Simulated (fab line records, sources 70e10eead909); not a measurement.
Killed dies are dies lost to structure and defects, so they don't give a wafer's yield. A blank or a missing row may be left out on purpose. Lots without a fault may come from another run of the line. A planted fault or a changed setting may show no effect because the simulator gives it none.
fab line records | flow nand_harc
record lots=24 wafers=72 last_day=33
route steps=1302 shown P_M1@311 A_ZERO_WELL@404 A_CHANNEL_FILL_D1@501 A_ONON_D2@557 A_CHANNEL_FILL_D2@616
lots that met no fault: from a run of the same line without faults
start_h: hours from the record's first day to the start of the lot's first wafer shown | wait_h: hours since the lot's step before | " the same as in the row above | L1.1+2: a row that stands for several wafers | - no value, or no start given | * or withheld: withheld | < > ~ a bound
route shown NAME@n: a module of which the file shows steps, and the number in the route of the first | usual: mean/standard deviation of fault-free wafers | same: alike in all rows | chamber/n: place in a boat | sites: the reading at each site | _std_site: their standard deviation | _edge_site: outer sites' mean less inner sites' | radius_mm: how far each site lies from the wafer's centre | mask NAME#n: copy n | behind: the tool/chamber that last shaped the wafer | hold: why the lot was held/for how many hours/how that ended | device: the transistor (n, p or np) that didn't switch | end of line: the same wafers' tests at the end of the route | a step without rows: its recipe alone | killed: dies lost to structure and defects at the first sort, not the wafer's yield | map: a wafer's dies, x killed, . not, _ none there
set.NAME: the setting as run; set.NAME@STEP: as run at that earlier step | model.NAME: the simulator's own value behind a step, which no gauge read
steps of the route over a sample of lots; a table a step, a row a wafer
services: from which hour (start_h, from the record's first day; less than 0 if before it) a tool's chamber was out of use, for how many hours, and why
## steps
# step NHARC_P_M1_CMP_23
# recipe t_overpolish_s=20 target_thk_nm=157.82
# usual motor_current_A=12.3/1.2 time_to_endpoint_s=28.9/2.8
# same t_overpolish_s=20
# columns lot.wafer tool chamber start_h wait_h motor_current_A time_to_endpoint_s
L074.2 cmp-02 1 134.50 - 11.8 21.0
L074.1 " 3 " " 11.0 28.8
L074.6 " 1 " " 13.1 23.2
L075.2 cmp-04 2 140.34 - 12.0 29.4
L075.3 " 3 " " 14.4 27.1
L075.4 " 0 " " 12.1 29.4
L076.2 cmp-02 1 145.18 - 12.0 25.5
L076.1 " 2 " " 13.0 27.3
L076.5 " 2 " " 12.6 25.5
L077.2 cmp-02 0 162.20 - 14.1 31.5
L077.4 " 3 " " 10.4 32.0
L077.6 " 0 " " 12.3 31.5
L078.2 cmp-02 3 170.22 - 10.5 31.1
L078.3 " 0 " " 13.5 28.1
L078.6 " 3 " " 10.7 32.2
L079.1 cmp-02 2 175.13 - 12.3 25.7
L079.2 " 1 " " 12.6 22.2
L079.5 " 2 " " 12.8 27.4
L080.3 cmp-02 2 191.10 - 12.4 29.1
L080.6 " 1 " " 12.6 24.6
L080.5 " 2 " " 12.2 27.8
L081.3 cmp-04 1 192.35 - 11.7 31.8
L081.1 " 2 " " 11.1 26.6
L081.6 " 2 " " 12.1 26.4
L082.3 cmp-04 2 202.92 - 11.5 29.1
L082.1 " 3 " " 14.2 29.5
L082.5 " 2 " " 11.0 31.1
L083.1 cmp-04 3 216.68 - 14.2 29.2
L083.2 " 1 " " 11.5 30.2
L083.5 " 3 " " 14.2 27.8
L084.3 cmp-04 1 230.64 - 10.6 29.3
L084.5 " 3 " " 13.9 27.7
L084.6 " 0 " " 12.9 29.0
L085.3 cmp-03 2 233.43 - 11.8 26.8
L085.5 " 2 " " 11.7 26.4
L085.6 " 3 " " 13.1 25.7
L086.2 cmp-04 1 251.41 - 11.6 33.6
L086.3 " 2 " " 11.8 32.1
L086.6 " 0 " " 12.6 35.1
L088.4 cmp-03 3 273.29 - 13.3 24.7
L088.6 " 3 " " 13.0 26.3
L088.5 " 0 " " 13.4 28.4
L087.1 cmp-04 0 274.21 - 12.8 33.4
L087.6 " 2 " " 11.7 27.7
L087.5 " 3 " " 14.4 26.8
L089.1 cmp-02 1 275.06 - 12.7 29.1
L089.4 " 2 " " 13.9 29.4
L089.3 " 3 " " 10.6 34.7
L090.3 cmp-03 1 288.79 - 9.8 26.7
L090.2 " 3 " " 13.2 25.0
L090.6 " 1 " " 10.4 27.3
L091.3 cmp-02 0 298.62 - 13.2 31.8
L091.2 " 2 " " 12.3 30.2
L091.6 " 0 " " 13.0 31.5
L092.1 cmp-03 1 309.26 - 9.2 27.6
L092.5 " 3 " " 13.2 27.0
L092.6 " 0 " " 13.9 26.8
L093.3 cmp-02 1 313.44 - 13.2 28.4
L093.2 " 0 " " 13.8 32.0
L093.5 " 1 " " 12.0 28.4
L094.3 cmp-04 0 327.96 - 12.8 31.8
L094.1 " 1 " " 10.6 30.9
L094.6 " 0 " " 12.2 31.0
L095.1 cmp-03 2 338.73 - 12.2 28.0
L095.4 " 0 " " 13.3 27.6
L095.5 " 3 " " 13.5 28.3
L096.4 cmp-02 1 343.23 - 12.7 30.3
L096.3 " 2 " " 12.8 35.9
L096.1 " 3 " " 10.6 38.9
L097.2 cmp-04 1 359.28 - 11.9 28.4
L097.4 " 2 " " 10.7 29.2
L097.5 " 1 " " 10.4 30.1
# step NHARC_P_M1_THK_MEAS_24
# recipe thk_meas_gauge=xrf
# usual thk_nm=157.5/1.6
# columns lot.wafer tool chamber start_h wait_h thk_nm
L074.1 film_metro-02 - 134.79 - 156.9
L074.2 " - " " 156.8
L074.6 " - " " 156.2
L075.2 film_metro-02 - 140.66 - 159.5
L075.3 " - " " 158.3
L075.4 " - " " 159.8
L076.1 film_metro-01 - 145.49 - 156.4
L076.2 " - " " 156.2
L076.5 " - " " 157.1
L077.2 film_metro-01 - 162.52 - 158.6
L077.4 " - " " 160.5
L077.6 " - " " 158.3
L078.2 film_metro-01 - 170.54 - 161.7
L078.3 " - " " 153.8
L078.6 " - " " 158.3
L079.1 film_metro-01 - 175.44 - 155.1
L079.2 " - " " 156.0
L079.5 " - " " 156.7
L080.3 film_metro-01 - 191.39 - 157.2
L080.5 " - " " 158.2
L080.6 " - " " 156.9
L081.1 film_metro-01 - 192.67 - 156.3
L081.3 " - " " 156.1
L081.6 " - " " 155.1
L082.1 film_metro-01 - 203.24 - 158.2
L082.3 " - " " 159.7
L082.5 " - " " 158.6
L083.1 film_metro-01 - 216.97 - 157.3
L083.2 " - " " 156.5
L083.5 " - " " 154.6
L084.3 film_metro-02 - 230.90 - 159.4
L084.5 " - " " 155.2
L084.6 " - " " 156.4
L085.3 film_metro-02 - 233.75 - 157.8
L085.5 " - " " 157.0
L085.6 " - " " 157.8
L086.2 film_metro-02 - 251.70 - 158.0
L086.3 " - " " 157.8
L086.6 " - " " 157.7
L088.4 film_metro-01 - 273.61 - 157.4
L088.5 " - " " 155.7
L088.6 " - " " 155.8
L087.1 film_metro-02 - 274.47 - 159.3
L087.5 " - " " 157.7
L087.6 " - " " 158.5
L089.1 film_metro-01 - 275.34 - 158.6
L089.3 " - " " 160.5
L089.4 " - " " 158.4
L090.2 film_metro-02 - 289.11 - 155.2
L090.3 " - " " 155.4
L090.6 " - " " 154.0
L091.2 film_metro-02 - 298.91 - 160.0
L091.3 " - " " 158.3
L091.6 " - " " 158.4
L092.1 film_metro-01 - 309.52 - 159.7
L092.5 " - " " 157.7
L092.6 " - " " 157.3
L093.2 film_metro-02 - 313.76 - 156.7
L093.3 " - " " 156.6
L093.5 " - " " 155.8
L094.1 film_metro-01 - 328.27 - 159.0
L094.3 " - " " 159.1
L094.6 " - " " 159.5
L095.1 film_metro-01 - 339.05 - 158.3
L095.4 " - " " 159.4
L095.5 " - " " 156.8
L096.1 film_metro-02 - 343.55 - 159.5
L096.3 " - " " 157.1
L096.4 " - " " 157.2
L097.2 film_metro-01 - 359.57 - 157.6
L097.4 " - " " 158.4
L097.5 " - " " 155.6
# step NHARC_A_ZERO_WELL_ETCH_19
# recipe target_depth_a=800 overetch_a=240 time_s=87.88 ion_energy_ev=200 n2_flow_sccm=150 h2_flow_sccm=150 ar_flow_sccm=0 rf_w=400 bias_w=150 chemistry=N2/H2
# usual drypump_motor_current_A=5.8/0.32 oes_product_au=1.000/0.012 rf_fwd_power_W=397.1/1.4 rf_vpp_V=430.6/2.7 showerhead_plenum_p_Torr=2.04/0.097 throttle_valve_pct=14.171/0.0082
# columns lot.wafer tool chamber start_h wait_h drypump_motor_current_A oes_product_au rf_fwd_power_W rf_hours_counter_h rf_vpp_V showerhead_plenum_p_Torr throttle_valve_pct
L074.1 rie_diel-10 1 145.43 0.1 5.8 0.994 398.3 2 435.1 2.21 14.162
L074.2 " 2 " " 5.9 0.974 396.2 2 428.1 1.96 14.170
L074.6 " 3 " " 6.1 1.005 395.0 - 427.4 1.99 14.169
L075.3 rie_diel-04 3 151.13 0.1 5.7 0.996 397.4 20 431.3 2.05 14.169
L075.4 " 0 " " 5.4 1.019 397.8 28 428.6 2.01 14.162
L075.2 " 2 " " 5.6 1.010 396.5 28 431.5 2.04 14.165
L076.2 rie_diel-10 3 155.94 0.1 6.0 1.006 396.7 2 427.9 1.99 14.170
L076.1 " 0 " " 5.8 1.004 400.1 2 433.8 2.14 14.161
L076.5 " 2 " " 5.9 0.981 396.7 - 429.3 1.96 14.170
L077.2 rie_diel-10 3 173.89 0.1 6.0 1.006 398.0 2 428.9 1.99 14.163
L077.6 " 0 " " 5.8 0.997 396.3 - 432.9 2.14 14.191
L077.4 " 1 " " 5.8 1.005 398.3 - 435.0 2.21 14.172
L078.2 rie_diel-13 0 181.16 0.1 6.5 1.015 398.2 1 428.8 2.02 14.170
L078.3 " 2 " " 5.6 0.993 399.0 1 429.4 1.99 14.155
L078.6 " 3 " " 5.2 0.996 396.4 - 426.6 1.89 14.175
L079.2 rie_diel-10 2 186.00 0.1 5.9 0.983 396.1 3 428.6 1.96 14.176
L079.1 " 3 " " 6.0 0.999 398.5 3 427.6 1.99 14.177
L079.5 " 0 " " 5.7 0.990 397.6 - 433.8 2.14 14.161
L080.3 rie_diel-10 3 201.80 0.1 6.0 1.004 398.5 3 429.5 1.99 14.168
L080.6 " 1 " " 5.8 1.004 398.8 - 435.4 2.21 14.167
L080.5 " 2 " " 5.9 0.986 398.5 - 428.9 1.96 14.169
L081.1 rie_diel-10 0 203.47 0.1 5.8 1.001 396.7 3 432.0 2.14 14.173
L081.3 " 1 " " 5.8 1.013 397.0 3 433.6 2.21 14.171
L081.6 " 2 " " 5.9 0.972 397.3 - 428.9 1.96 14.173
L082.1 rie_diel-04 1 213.33 0.1 5.2 0.983 394.2 3 427.0 1.94 14.189
L082.3 " 2 " " 5.7 1.002 393.7 5 430.0 2.03 14.180
L082.5 " 0 " " 5.4 1.024 396.1 - 429.6 2.00 14.176
L083.2 rie_diel-10 1 227.82 0.1 5.8 1.000 397.5 4 433.6 2.21 14.173
L083.1 " 3 " " 6.0 1.006 398.3 4 430.9 1.99 14.165
L083.5 " 0 " " 5.8 0.995 396.9 - 432.7 2.14 14.175
L084.3 rie_diel-04 2 241.11 0.1 5.7 0.996 395.7 9 428.5 2.03 14.172
L084.6 " 1 " " 5.2 0.993 394.0 - 427.7 1.94 14.178
L084.5 " 2 " " 5.7 0.985 397.0 - 430.6 2.03 14.179
L085.3 rie_diel-04 3 244.14 0.1 5.7 1.008 395.0 13 429.7 2.04 14.162
L085.6 " 3 " " 5.7 1.004 397.8 - 431.6 2.04 14.167
L085.5 " 0 " " 5.4 1.013 395.3 - 429.0 2.00 14.177
L086.2 rie_diel-10 3 261.99 0.1 6.1 1.006 395.7 0 430.9 1.99 14.170
L086.3 " 0 " " 5.8 0.987 395.8 0 433.2 2.14 14.166
L086.6 " 1 " " 5.8 1.009 395.8 - 433.8 2.21 14.175
L088.4 rie_diel-10 1 283.95 0.1 5.8 1.006 399.0 2 436.3 2.21 14.194
L088.6 " 0 " " 5.8 0.990 396.9 - 433.0 2.14 14.169
L088.5 " 1 " " 5.8 1.007 396.7 - 435.5 2.21 14.179
L087.1 rie_diel-10 1 284.83 0.1 5.8 1.016 397.6 2 434.2 2.21 14.160
L087.6 " 3 " " 6.0 1.003 398.0 - 429.4 1.99 14.171
L087.5 " 0 " " 5.8 0.980 399.5 - 433.1 2.14 14.196
L089.3 rie_diel-10 1 285.83 0.1 5.8 1.002 398.1 2 435.0 2.21 14.171
L089.4 " 3 " " 6.0 1.007 399.4 1 429.2 1.99 14.163
L089.1 " 0 " " 5.8 0.992 397.0 2 431.6 2.14 14.161
L090.2 rie_diel-10 0 299.47 0.1 5.8 0.977 397.3 2 432.7 2.14 14.167
L090.3 " 1 " " 5.8 0.989 397.3 2 435.2 2.21 14.176
L090.6 " 3 " " 6.1 1.004 397.1 - 430.9 1.99 14.179
L091.3 rie_diel-13 3 309.33 0.1 5.2 0.995 395.5 47 426.5 1.88 14.166
L091.2 " 2 " " 5.6 0.983 395.4 53 429.1 1.97 14.168
L091.6 " 0 " " 6.5 1.011 396.3 - 429.8 2.00 14.161
L092.1 rie_diel-13 3 320.48 0.1 5.2 0.996 397.0 48 426.3 1.88 14.150
L092.5 " 0 " " 6.5 1.017 397.5 - 431.3 2.00 14.166
L092.6 " 1 " " 4.8 0.999 397.7 - 430.7 1.99 14.171
L093.2 rie_diel-04 3 324.37 0.1 5.7 1.002 398.1 26 430.9 2.04 14.175
L093.3 " 0 " " 5.4 1.010 395.6 26 429.2 2.00 14.165
L093.5 " 3 " " 5.7 0.996 396.6 - 431.2 2.04 14.174
L094.3 rie_diel-04 0 338.70 0.1 5.5 1.010 395.8 28 428.5 1.99 14.166
L094.1 " 3 " " 5.7 0.998 397.9 29 431.7 2.04 14.165
L094.6 " 1 " " 5.2 0.983 397.2 - 428.2 1.93 14.156
L095.4 rie_diel-10 0 349.85 0.1 5.8 0.988 398.4 4 434.2 2.14 14.185
L095.1 " 2 " " 6.0 1.008 394.1 5 428.3 1.96 14.171
L095.5 " 3 " " 6.0 0.998 395.7 - 428.1 1.99 14.174
L096.1 rie_diel-10 3 354.03 0.1 6.0 1.006 396.2 5 429.3 1.99 14.169
L096.4 " 0 " " 5.8 0.983 398.1 4 433.3 2.14 14.165
L096.3 " 1 " " 5.8 0.999 397.5 5 433.7 2.21 14.174
L097.2 rie_diel-10 2 369.92 0.1 5.9 1.007 397.1 5 427.0 1.96 14.171
L097.4 " 3 " " 6.1 1.000 397.5 5 430.3 1.99 14.169
L097.5 " 2 " " 6.0 1.007 395.5 - 428.0 1.96 14.173
# step NHARC_A_CHANNEL_FILL_D1_STRIP_28
# recipe time_s=20 o2_flow_sccm=500 ar_flow_sccm=0 bias_w=0 chemistry=O2
# usual drypump_motor_current_A=5.8/0.42 oes_product_au=1.000/0.0086 rf_vpp_V=57.7/0.89 showerhead_plenum_p_Torr=3.52/0.14 throttle_valve_pct=17.037/0.0099
# columns lot.wafer tool chamber start_h wait_h drypump_motor_current_A oes_product_au rf_hours_counter_h rf_vpp_V showerhead_plenum_p_Torr throttle_valve_pct
L074.1 rie_diel-01 3 221.04 0.1 6.4 0.996 0.2 58.0 3.67 17.046
L074.2 " 2 " " 5.4 1.004 0.2 58.2 3.51 17.050
L074.6 " 3 " " 6.4 1.002 - 59.6 3.67 17.047
L075.2 rie_diel-06 0 221.04 0.1 6.0 0.995 6.1 59.0 3.77 17.052
L075.4 " 1 " " 4.9 1.008 6.4 57.7 3.38 17.035
L075.3 " 2 " " 5.7 1.024 5.5 56.6 3.58 17.029
L076.1 rie_diel-01 3 232.94 0.1 6.4 0.985 0.8 58.8 3.67 17.037
L076.2 " 0 " " 5.5 1.001 1.0 56.2 3.35 17.042
L076.5 " 3 " " 6.4 0.995 - 59.2 3.67 17.043
L077.2 rie_diel-02 0 245.70 0.1 5.5 1.004 1.4 57.9 3.31 17.034
L077.4 " 1 " " 5.7 1.000 1.6 57.5 3.48 17.038
L077.6 " 2 " " 5.4 0.998 - 59.0 3.45 17.034
L079.2 rie_diel-06 2 255.93 0.1 5.7 1.005 7.7 57.5 3.57 17.046
L079.1 " 0 " " 6.0 0.982 8.1 57.1 3.77 17.044
L079.5 " 1 " " 4.9 0.994 - 56.5 3.38 17.047
L078.2 rie_diel-01 2 255.94 0.1 5.4 0.995 2.3 56.8 3.50 17.057
L078.3 " 0 " " 5.5 1.005 2.4 56.2 3.35 17.023
L078.6 " 1 " " 6.5 1.020 - 57.7 3.62 17.037
L081.3 rie_diel-01 1 276.36 0.1 6.5 1.008 3.7 57.6 3.62 17.054
L081.1 " 2 " " 5.4 1.009 3.6 58.1 3.50 17.042
L081.6 " 0 " " 5.5 1.007 - 57.2 3.35 17.044
L080.3 rie_diel-06 1 276.36 0.1 4.9 1.014 8.7 56.5 3.38 17.040
L080.6 " 3 " " 5.9 1.009 - 58.7 3.79 17.038
L080.5 " 0 " " 5.9 0.981 - 57.5 3.77 17.043
L082.3 rie_diel-02 3 308.15 0.1 5.7 1.018 2.8 58.4 3.49 17.036
L082.1 " 0 " " 5.5 1.005 3.8 58.0 3.31 17.045
L082.5 " 3 " " 5.7 1.006 - 56.6 3.49 17.041
L083.2 rie_diel-01 0 308.15 0.1 5.5 1.006 5.4 58.3 3.35 17.039
L083.1 " 2 " " 5.4 1.000 5.2 57.9 3.50 17.032
L083.5 " 0 " " 5.5 1.003 - 56.3 3.35 17.043
L085.3 rie_diel-02 2 314.15 0.1 5.5 0.991 3.6 58.8 3.45 17.034
L085.6 " 1 " " 5.7 1.004 - 56.8 3.48 17.050
L085.5 " 2 " " 5.5 0.995 - 58.0 3.45 17.034
L084.3 rie_diel-02 3 317.71 0.1 5.7 1.002 3.5 57.4 3.49 17.029
L084.5 " 0 " " 5.5 1.009 - 57.7 3.31 17.042
L084.6 " 1 " " 5.7 0.994 - 57.8 3.48 17.036
L086.2 rie_diel-01 3 340.36 0.1 6.4 0.996 7.0 58.6 3.67 17.037
L086.3 " 1 " " 6.5 1.012 6.6 57.0 3.62 17.040
L086.6 " 1 " " 6.5 1.006 - 57.8 3.62 17.018
L088.4 rie_diel-02 0 355.51 0.1 5.5 1.007 7.4 58.6 3.31 17.038
L088.5 " 2 " " 5.5 0.991 - 57.1 3.44 17.045
L088.6 " 3 " " 5.7 1.005 - 57.3 3.49 17.041
L087.1 rie_diel-01 2 355.54 0.1 5.4 0.999 7.5 56.9 3.50 17.029
L087.5 " 0 " " 5.5 1.002 - 57.5 3.35 17.026
L087.6 " 1 " " 6.4 1.006 - 57.2 3.61 17.048
L089.4 rie_diel-01 3 359.09 0.1 6.4 0.990 7.9 57.6 3.67 17.032
L089.3 " 0 " " 5.6 1.013 6.7 57.3 3.35 17.036
L089.1 " 1 " " 6.5 0.993 7.5 58.2 3.61 17.029
L090.2 rie_diel-01 1 372.23 0.1 6.5 1.011 8.2 58.4 3.61 17.051
L090.3 " 2 " " 5.4 1.000 8.1 58.4 3.50 17.045
L090.6 " 2 " " 5.3 1.003 - 57.9 3.50 17.031
L091.2 rie_diel-02 3 385.38 0.1 5.7 0.994 7.2 58.3 3.49 17.040
L091.3 " 1 " " 5.7 1.003 9.6 57.2 3.47 17.043
L091.6 " 2 " " 5.5 0.993 - 57.3 3.44 17.044
L093.2 rie_diel-01 3 395.87 0.1 6.5 1.001 0.2 59.0 3.67 17.037
L093.3 " 0 " " 5.5 0.996 0.2 55.8 3.35 17.047
L093.5 " 0 " " 5.5 0.988 - 58.6 3.35 17.022
L092.1 rie_diel-06 2 395.88 0.1 5.7 0.998 4.0 57.6 3.57 17.047
L092.6 " 2 " " 5.7 0.991 - 56.3 3.57 17.010
L092.5 " 3 " " 5.8 0.994 - 59.4 3.78 17.046
L094.3 rie_diel-02 1 413.00 0.1 5.7 0.987 0.1 58.5 3.47 17.035
L094.1 " 3 " " 5.7 0.999 0.1 57.6 3.49 17.031
L094.6 " 2 " " 5.5 0.997 - 57.2 3.44 17.018
L095.4 rie_diel-02 1 425.33 0.1 5.7 0.998 0.5 57.5 3.47 17.041
L095.1 " 3 " " 5.7 1.014 0.5 56.8 3.49 17.023
L095.5 " 0 " " 5.5 1.014 - 58.0 3.31 17.032
L096.3 rie_diel-06 0 429.77 0.1 6.0 0.993 6.5 59.6 3.76 17.040
L096.1 " 1 " " 5.0 0.993 7.9 58.6 3.37 17.019
L096.4 " 2 " " 5.7 0.989 6.8 58.3 3.57 17.033
L097.2 rie_diel-02 0 447.88 0.1 5.5 1.013 1.8 57.9 3.31 17.029
L097.4 " 1 " " 5.7 0.994 1.7 56.3 3.47 17.044
L097.5 " 0 " " 5.4 1.005 - 55.9 3.31 17.032
# step NHARC_A_ONON_D2_THK_MEAS_18
# recipe thk_meas_gauge=ellipsometry
# usual thk_nm=998/8.7
# columns lot.wafer tool chamber start_h wait_h thk_nm
L075.2 film_metro-01 - 290.24 - 1002
L075.3 " - " " 1004
L075.4 " - " " 1004
L074.1 film_metro-02 - 290.25 - 1000
L074.2 " - " " 997
L074.6 " - " " 999
L076.1 film_metro-01 - 299.46 - 995
L076.2 " - " " 993
L076.5 " - " " 993
L077.2 film_metro-01 - 313.59 - 988
L077.4 " - " " 987
L077.6 " - " " 988
L079.1 film_metro-01 - 324.76 - 999
L079.2 " - " " 1001
L079.5 " - " " 1000
L078.2 film_metro-02 - 324.76 - 997
L078.3 " - " " 999
L078.6 " - " " 997
L081.1 film_metro-02 - 343.34 - 992
L081.3 " - " " 992
L081.6 " - " " 992
L080.3 film_metro-01 - 343.34 - 1002
L080.5 " - " " 1003
L080.6 " - " " 1001
L082.1 film_metro-01 - 378.98 - 1002
L082.3 " - " " 998
L082.5 " - " " 1000
L083.1 film_metro-01 - 378.99 - 991
L083.2 " - " " 995
L083.5 " - " " 994
L084.3 film_metro-01 - 384.01 - 1004
L084.5 " - " " 1005
L084.6 " - " " 1005
L085.3 film_metro-01 - 384.02 - 999
L085.5 " - " " 998
L085.6 " - " " 999
L086.2 film_metro-02 - 412.42 - 995
L086.3 " - " " 995
L086.6 " - " " 995
L087.1 film_metro-02 - 426.64 - 1007
L087.5 " - " " 1006
L087.6 " - " " 1008
L089.1 film_metro-02 - 426.65 - 1003
L089.3 " - " " 1002
L089.4 " - " " 1004
L088.4 film_metro-01 - 426.65 - 1002
L088.5 " - " " 1002
L088.6 " - " " 1001
L090.2 film_metro-01 - 442.68 - 1003
L090.3 " - " " 1003
L090.6 " - " " 1005
L091.2 film_metro-02 - 454.92 - 982
L091.3 " - " " 985
L091.6 " - " " 985
L092.1 film_metro-01 - 470.79 - 996
L092.5 " - " " 993
L092.6 " - " " 993
L093.2 film_metro-02 - 470.80 - 1010
L093.3 " - " " 1011
L093.5 " - " " 1008
L094.1 film_metro-02 - 480.89 - 985
L094.3 " - " " 983
L094.6 " - " " 981
L095.1 film_metro-01 - 498.72 - 1006
L095.4 " - " " 1005
L095.5 " - " " 1006
L096.1 film_metro-01 - 505.39 - 1008
L096.3 " - " " 1009
L096.4 " - " " 1010
L097.2 film_metro-02 - 517.96 - 973
L097.4 " - " " 974
L097.5 " - " " 975
# step NHARC_A_CHANNEL_FILL_D2_ALD_16
# recipe target_thk_a=15 pulse_time_s=10 ald_cycles=15 temp_c=300 material=SiO2
# usual heater_power_w=450/41 precursor_pulse_height_rel=1.003/0.018
# columns lot.wafer tool chamber start_h wait_h heater_power_w precursor_pulse_height_rel
L074.2 ald_hk-03 1 316.07 0.0 508 1.022
L074.1 " 2 " " 454 1.007
L074.6 " 2 " " 463 1.002
L075.2 ald_hk-04 2 316.07 0.0 450 1.001
L075.3 " 0 " " 497 1.019
L075.4 " 1 " " 397 0.995
L076.2 ald_hk-02 0 328.61 0.0 468 1.011
L076.1 " 1 " " 471 1.007
L076.5 " 1 " " 480 1.008
L077.2 ald_hk-02 1 338.58 0.1 485 1.003
L077.4 " 2 " " 374 0.995
L077.6 " 1 " " 472 1.014
L079.2 ald_hk-04 3 351.16 0.0 438 1.031
L079.1 " 1 " " 396 0.995
L079.5 " 3 " " 434 0.999
L078.3 ald_hk-04 1 351.35 0.2 398 0.978
L078.2 " 2 " " 445 0.981
L078.6 " 1 " " 403 1.016
L080.3 ald_hk-04 0 372.77 0.1 506 0.972
L080.5 " 3 " " 444 1.003
L080.6 " 0 " " 507 1.006
L081.1 ald_hk-02 0 372.88 0.2 484 0.995
L081.3 " 1 " " 503 1.002
L081.6 " 3 " " 416 0.954
L082.3 ald_hk-03 1 405.92 0.1 498 1.040
L082.1 " 2 " " 453 1.038
L082.5 " 0 " " 441 0.997
L083.2 ald_hk-03 0 408.75 0.1 459 1.010
L083.1 " 1 " " 490 1.022
L083.5 " 2 " " 449 0.990
L084.3 ald_hk-02 2 413.97 0.1 371 1.007
L084.6 " 0 " " 481 0.997
L084.5 " 1 " " 499 1.008
L085.3 ald_hk-04 1 417.14 0.1 391 0.975
L085.5 " 3 " " 428 0.989
L085.6 " 0 " " 525 1.021
L086.3 ald_hk-02 3 438.64 0.0 430 0.965
L086.2 " 0 " " 490 1.017
L086.6 " 0 " " 475 1.025
L087.1 ald_hk-03 3 455.14 0.0 395 1.010
L087.5 " 3 " " 394 1.053
L087.6 " 0 " " 458 0.985
L089.3 ald_hk-04 1 455.14 0.0 416 1.017
L089.4 " 2 " " 443 0.987
L089.1 " 3 " " 460 0.992
L088.4 ald_hk-02 0 455.22 0.1 488 1.017
L088.6 " 1 " " 502 1.017
L088.5 " 2 " " 372 1.035
L090.2 ald_hk-04 3 467.69 0.1 447 1.017
L090.3 " 2 " " 445 0.985
L090.6 " 0 " " 498 0.991
L091.3 ald_hk-04 0 488.18 0.2 499 1.001
L091.2 " 2 " " 433 1.025
L091.6 " 0 " " 501 1.012
L093.2 ald_hk-02 1 495.92 0.0 495 1.001
L093.3 " 0 " " 497 0.995
L093.5 " 2 " " 382 1.017
L092.1 ald_hk-03 0 496.00 0.1 449 1.030
L092.6 " 1 " " 489 1.010
L092.5 " 2 " " 458 1.015
L094.1 ald_hk-02 1 506.80 0.0 502 1.022
L094.3 " 0 " " 491 0.982
L094.6 " 2 " " 372 1.000
L095.1 ald_hk-02 3 525.56 0.0 420 1.008
L095.4 " 0 " " 483 1.004
L095.5 " 0 " " 484 0.959
L096.3 ald_hk-03 3 534.80 0.7 408 1.006
L096.4 " 1 " " 492 0.981
L096.1 " 2 " " 460 1.014
L097.2 ald_hk-02 3 545.20 0.1 433 1.002
L097.4 " 0 " " 483 1.005
L097.5 " 3 " " 449 1.005
## services
# columns tool chamber start_h hours kind
rie_diel-10 0 125.93 3.5 repair
rie_diel-10 - 127.02 13.3 repair
rie_diel-01 - 130.11 0.6 repair
cmp-02 - 134.65 4.0 pm
rie_diel-10 2 160.15 16.9 repair
ald_hk-02 - 170.00 10.0 pm
rie_diel-01 1 173.57 6.1 repair
rie_diel-01 - 203.80 9.0 pm
rie_diel-10 0 204.64 2.4 repair
cmp-02 - 232.65 4.0 pm
rie_diel-01 0 233.48 6.0 repair
rie_diel-10 - 242.59 9.0 pm
cmp-02 - 251.29 1.1 repair
cmp-02 - 261.82 0.8 repair
cmp-02 - 297.53 0.9 repair
cmp-02 - 303.19 3.9 repair
rie_diel-10 0 312.85 10.2 repair
cmp-02 - 330.65 4.0 pm
rie_diel-01 0 335.35 12.0 repair
ald_hk-02 - 348.00 10.0 pm
rie_diel-01 3 369.74 8.7 repair
rie_diel-10 - 406.16 0.1 repair
rie_diel-10 - 419.59 9.0 pm
rie_diel-10 1 528.50 5.0 repair
## key
fault none
